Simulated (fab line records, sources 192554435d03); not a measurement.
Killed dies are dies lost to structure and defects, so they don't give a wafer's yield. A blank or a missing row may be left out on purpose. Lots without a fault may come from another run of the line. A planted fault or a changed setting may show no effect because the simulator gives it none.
Chamber matching | flow n5_finfet | N5_BEOL_M14_TRENCH_ETCH_34 on rie_diel-05: 4 sister chambers
The step etches SiO2 in C4F8/O2/Ar, target depth 556.65 nm, time 126.9 s. 7 wafers are shown with their chamber, then 9 later ones without.

WAFERS WITH THEIR CHAMBER
wafer  | chamber | showerhead_plenum_p_Torr (Torr) | rf_vpp_V (V)
L077.4 | 2       | 3.17                            | 2191
L080.6 | 3       | 3.49                            | 2187
L084.2 | 0       | 3.23                            | 2171
L084.4 | 0       | 3.23                            | 2171
L085.1 | 1       | 3.33                            | 2216
L085.4 | 3       | 3.48                            | 2189
L085.5 | 1       | 3.33                            | 2214

WAFERS WITHOUT THEIR CHAMBER
wafer  | showerhead_plenum_p_Torr (Torr) | rf_vpp_V (V)
L086.1 | 3.23                            | 2171
L086.2 | 3.15                            | 2190
L086.6 | 3.15                            | 2189
L089.1 | 3.48                            | 2187
L089.4 | 3.33                            | 2214
L089.6 | 3.15                            | 2189
L096.2 | 3.47                            | 2187
L096.4 | 3.62                            | 2209
L096.6 | 3.47                            | 2187

WHICH CHAMBER EACH WENT THROUGH
wafer  | from the rows above | in truth
L086.1 | 0                   | 0
L086.2 | 2                   | 2
L086.6 | 2                   | 2
L089.1 | 3                   | 3
L089.4 | 1                   | 1
L089.6 | 2                   | 2
L096.2 | 3                   | 3
L096.4 | 3                   | 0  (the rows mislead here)
L096.6 | 3                   | 3
Placed correctly: 8 of 9. Can't be placed from these rows: 0. Placed wrongly: 1.
How it was worked out, from the rows above alone: a wafer's distance from a chamber is the root of the sum, over the readings, of the square of ((its reading less the chamber's mean) divided by the reading's scatter). The wafer belongs to the nearest chamber; if the next one is less than 2 further off, it can't be placed. A chamber's mean is the mean of its shown wafers. The scatter: the root of (the sum of the squares of (reading less its chamber's mean) over the shown wafers, divided by (wafers less chambers)).
